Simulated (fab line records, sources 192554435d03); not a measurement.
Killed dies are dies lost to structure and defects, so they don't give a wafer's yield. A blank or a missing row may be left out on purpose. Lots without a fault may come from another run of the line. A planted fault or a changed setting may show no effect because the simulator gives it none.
Which tool did it? | flow n5_finfet | 10 lots, 29 wafers sampled, at 5 steps of a route of 1938

WHAT THE GAUGES READ, wafer by wafer
N5_HKMG_FIN_INSPECT_61: inspects for defects (macro). Usual: raw_defect_count 2.1, standard deviation 1.4.
lot  | measured    | on                | raw_defect_count | flag
L779 | day 4 07:22 | defect_inspect-01 | 0 2 1            |
L784 | day 5 11:52 | defect_inspect-02 | 3 6 1            |
L785 | day 5 18:13 | defect_inspect-02 | 1 3 1            |
L786 | day 6 01:00 | defect_inspect-01 | 0 2 2            |
L789 | day 6 17:56 | defect_inspect-02 | 1 3 3            |
L790 | day 7 03:50 | defect_inspect-01 | 1 3 5            |
L795 | day 8 06:14 | defect_inspect-01 | 3 3 1            |
L797 | day 8 19:55 | defect_inspect-02 | 1 6 3            |
L798 | day 9 03:23 | defect_inspect-02 | 3 2 1            |
L800 | day 9 11:40 | defect_inspect-02 | 2 2              |

N5_BEOL_M4_RC_MEAS_101. Usual: DIBL_N 37.5 mV/V, standard deviation 2.5; DIBL_P 38 mV/V, standard deviation 3.1; IOFF_N 0.19 nA/um, standard deviation 0.059; IOFF_P 0.24 nA/um, standard deviation 0.061; ION_N 679 uA/um, standard deviation 16; ION_P 465 uA/um, standard deviation 9.8; SS_N 72.0 mV/dec, standard deviation 0.8; SS_P 73.7 mV/dec, standard deviation 0.86; VT_N 248 mV, standard deviation 4.5; VT_P -249 mV, standard deviation 3.5.
lot  | measured     | on        | DIBL_N (mV/V)  | DIBL_P (mV/V) | IOFF_N (nA/um) | IOFF_P (nA/um) | ION_N (uA/um) | ION_P (uA/um) | SS_N (mV/dec)  | SS_P (mV/dec)  | VT_N (mV)   | VT_P (mV)      | flag
L779 | day 8 02:04  | prober-02 | 37.3 37.3 37.4 | 38 40 38      | 0.18 0.19 0.18 | 0.23 0.27 0.22 | 677 675 676   | 459 465 460   | 72.0 72.5 72.6 | 73.5 74.2 73.8 | 250 248 255 | -250 -248 -252 |
L784 | day 9 23:35  | prober-01 | 33.7 37.1 41.1 | 34 39 44      | 0.12 0.18 0.31 | 0.17 0.23 0.34 | 662 677 705   | 453 464 477   | 71.2 71.8 73.1 | 72.9 73.8 75.8 | 255 249 244 | -252 -246 -245 |
L785 | day 10 05:40 | prober-02 | 35.9 37.2 33.6 | 37 37 34      | 0.16 0.19 0.11 | 0.20 0.20 0.17 | 667 680 659   | 459 461 451   | 72.3 72.0 70.9 | 73.8 73.0 73.0 | 251 249 255 | -252 -251 -254 |
L786 | day 10 21:11 | prober-01 | 34.4 38.7 37.1 | 35 39 37      | 0.10 0.18 0.14 | 0.16 0.24 0.20 | 657 673 651   | 453 467 452   | 70.8 71.8 71.5 | 73.2 74.1 73.1 | 260 247 252 | -253 -249 -251 |
L789 | day 11 12:04 | prober-02 | 39.0 36.6 42.2 | 40 38 45      | 0.23 0.17 0.37 | 0.28 0.24 0.43 | 694 672 714   | 469 463 484   | 71.8 71.9 72.8 | 73.5 73.4 74.8 | 244 249 238 | -247 -248 -242 |
L790 | day 11 13:14 | prober-02 | 35.6 34.5 37.2 | 35 34 38      | 0.15 0.14 0.18 | 0.17 0.17 0.22 | 660 672 678   | 448 453 450   | 71.4 71.0 71.9 | 73.2 72.5 73.9 | 250 248 246 | -255 -255 -250 |
L795 | day 12 19:31 | prober-01 | 40.7 38.4 34.4 | 41 37 34      | 0.24 0.19 0.12 | 0.26 0.20 0.15 | 697 664 658   | 471 453 446   | 72.1 72.4 71.9 | 74.2 73.8 72.4 | 243 251 255 | -248 -255 -256 |
L797 | day 13 00:09 | prober-02 | 37.6 35.7 37.4 | 37 34 36      | 0.19 0.16 0.20 | 0.24 0.19 0.24 | 683 667 685   | 463 459 466   | 72.1 71.5 72.0 | 73.9 73.3 73.8 | 249 249 244 | -249 -252 -250 |
L798 | day 13 22:40 | prober-02 | 40.5 38.6 39.9 | 38 36 38      | 0.23 0.17 0.21 | 0.26 0.21 0.25 | 684 662 687   | 465 457 466   | 72.7 73.0 71.8 | 73.8 73.4 74.0 | 246 250 250 | -249 -251 -248 |
L800 | day 14 00:16 | prober-02 | 34.7 37.5      | 35 40         | 0.13 0.19      | 0.17 0.26      | 673 677       | 459 463       | 71.5 72.1      | 73.4 74.5      | 254 248     | -252 -249      |

WHICH TOOL RAN EACH LOT (tool, then ch and the chambers of the sampled wafers, then the start)
lot  | N5_HKMG_FIN_DESCUM_53             | N5_HKMG_FIN_ALD_79                 | N5_HKMG_FIN_ALD_36
L779 | rie_diel-03 ch 2,3, day 4 07:25   | ald_metal-04 ch 0,2,3, day 4 08:46 | ald_metal-02 ch 1,2,3, day 4 09:32
L784 | rie_diel-03 ch 0,1,2, day 5 11:53 | ald_metal-03 ch 1,3, day 5 13:16   | ald_metal-02 ch 0,1, day 5 14:02
L785 | rie_diel-01 ch 0,3, day 5 18:14   | ald_metal-04 ch 0,3, day 5 19:38   | ald_metal-03 ch 1,2,3, day 5 20:23
L786 | rie_diel-05 ch 0,1,3, day 6 01:10 | ald_metal-02 ch 0,1,3, day 6 02:32 | ald_metal-03 ch 1,2,3, day 6 03:26
L789 | rie_diel-01 ch 0,1,2, day 6 17:58 | ald_metal-04 ch 0,1,3, day 6 19:20 | ald_metal-04 ch 0,1,3, day 6 20:17
L790 | rie_diel-01 ch 1,3, day 7 04:01   | ald_metal-03 ch 0,1,2, day 7 05:23 | ald_metal-02 ch 0,1,2, day 7 06:10
L795 | rie_diel-01 ch 0,1,3, day 8 06:17 | ald_metal-03 ch 0,1,2, day 8 07:46 | ald_metal-02 ch 0,1,2, day 8 08:35
L797 | rie_diel-03 ch 1,2, day 8 19:57   | ald_metal-04 ch 1,2, day 8 21:19   | ald_metal-02 ch 0,1,2, day 8 22:10
L798 | rie_diel-05 ch 0,1,2, day 9 03:27 | ald_metal-03 ch 2,3, day 9 04:49   | ald_metal-02 ch 0,2,3, day 9 05:38
L800 | rie_diel-05 ch 2,3, day 9 11:53   | ald_metal-03 ch 2,3, day 9 13:33   | ald_metal-02 ch 1,3, day 9 14:22
- N5_HKMG_FIN_DESCUM_53: chemistry O2, time 7.9 s.
- N5_HKMG_FIN_ALD_79: deposits TiN, target thk 1.5 nm, pulse time 1 s, purge time 3 s.
- N5_HKMG_FIN_ALD_36: deposits TiN, target thk 1 nm, pulse time 1 s, purge time 3 s.

WHAT THE TOOLS THEMSELVES READ (means of the sampled wafers that have a number; where no wafer has one, the mark that the record gives instead)
N5_HKMG_FIN_DESCUM_53. Usual: drypump_motor_current_A 5.6 A, standard deviation 0.46; oes_product_au 0.79 a.u., standard deviation 0.098; rf_vpp_V 243.2 V, standard deviation 1.5; showerhead_plenum_p_Torr 2.10 Torr, standard deviation 0.076; throttle_valve_pct 20.5 %, standard deviation 0.35.
lot  | tool        | drypump_motor_current_A (A) | oes_product_au (a.u.) | rf_vpp_V (V) | showerhead_plenum_p_Torr (Torr) | throttle_valve_pct (%) | flag
L779 | rie_diel-03 | 5.8                         | 0.91                  | 244.9        | 2.23                            | 20.2                   |
L784 | rie_diel-03 | 5.5                         | 0.80                  | 241.8        | 2.06                            | 20.5                   |
L785 | rie_diel-01 | 5.7                         | 0.71                  | 243.9        | 2.15                            | 20.7                   |
L786 | rie_diel-05 | 5.5                         | 0.91                  | 242.3        | 2.09                            | 20.3                   |
L789 | rie_diel-01 | 5.6                         | 0.68                  | 243.5        | 2.11                            | 21.0                   |
L790 | rie_diel-01 | 5.4                         | 0.75                  | 243.7        | 2.13                            | 20.4                   |
L795 | rie_diel-01 | 5.5                         | 0.80                  | 243.1        | 2.14                            | 20.5                   |
L797 | rie_diel-03 | 5.7                         | 0.92                  | 244.8        | 2.22                            | 20.2                   |
L798 | rie_diel-05 | 5.3                         | 0.77                  | 242.6        | 2.09                            | 20.5                   |
L800 | rie_diel-05 | 6.0                         | 0.78                  | 242.5        | 2.07                            | 20.4                   |

N5_HKMG_FIN_ALD_79. Usual: heater_power_w 898 W, standard deviation 160; precursor_pulse_height_rel 1.000, standard deviation 0.02; susceptor_temp_C 400.01 C, standard deviation 0.22.
lot  | tool         | heater_power_w (W) | precursor_pulse_height_rel | susceptor_temp_C (C) | flag
L779 | ald_metal-04 | 861                | 0.978                      | 400.13               |
L784 | ald_metal-03 | 1048               | 1.014                      | 400.08               |
L785 | ald_metal-04 | 826                | 0.994                      | 399.90               |
L786 | ald_metal-02 | 887                | 0.996                      | 399.82               |
L789 | ald_metal-04 | 939                | 1.011                      | 399.85               |
L790 | ald_metal-03 | 857                | 1.004                      | 400.11               |
L795 | ald_metal-03 | 874                | 1.007                      | 399.91               |
L797 | ald_metal-04 | 928                | 0.982                      | 400.07               |
L798 | ald_metal-03 | 848                | 0.994                      | 399.96               |
L800 | ald_metal-03 | 866                | 1.046                      | 400.00               |

N5_HKMG_FIN_ALD_36. Usual: heater_power_w 902 W, standard deviation 130; precursor_pulse_height_rel 1.001, standard deviation 0.019; susceptor_temp_C 399.98 C, standard deviation 0.24.
lot  | tool         | heater_power_w (W) | precursor_pulse_height_rel | susceptor_temp_C (C) | flag
L779 | ald_metal-02 | 867                | 0.995                      | 400.18               |
L784 | ald_metal-02 | 934                | 0.996                      | 399.89               |
L785 | ald_metal-03 | 958                | 0.998                      | 400.17               |
L786 | ald_metal-03 | 957                | 1.016                      | 400.14               |
L789 | ald_metal-04 | 952                | 1.001                      | 399.98               |
L790 | ald_metal-02 | 897                | 1.012                      | 399.89               |
L795 | ald_metal-02 | 854                | 1.000                      | 395.55               | OFF
L797 | ald_metal-02 | 869                | 0.976                      | 395.46               | OFF
L798 | ald_metal-02 | 856                | 0.979                      | 395.27               | OFF
L800 | ald_metal-02 | 872                | 0.998                      | 399.98               |

THE ANSWER, worked out from the rows above alone
Rule: a lot is off if the mean of its wafers that have a number lies more than 3 standard deviations from the usual mean. A lot without any number at a reading at which 4 lots or more have one is off too. The other lots that the step has rows for count as sound. The gauges are gone through in route order, then the tools' own readings, and for those a lot's mean is taken as printed above. The first step at which some lot is off is used, and at that step the reading that is off furthest; a lot without a number counts as furthest.
Off: L795, L797, L798, at N5_HKMG_FIN_ALD_36 (susceptor_temp_C).
A tool fits if, at that step or a process step before it, it ran every lot that is off, and no sound lot after the first of them. None of those tried fits.

WHAT THE SIMULATOR HAD PUT IN
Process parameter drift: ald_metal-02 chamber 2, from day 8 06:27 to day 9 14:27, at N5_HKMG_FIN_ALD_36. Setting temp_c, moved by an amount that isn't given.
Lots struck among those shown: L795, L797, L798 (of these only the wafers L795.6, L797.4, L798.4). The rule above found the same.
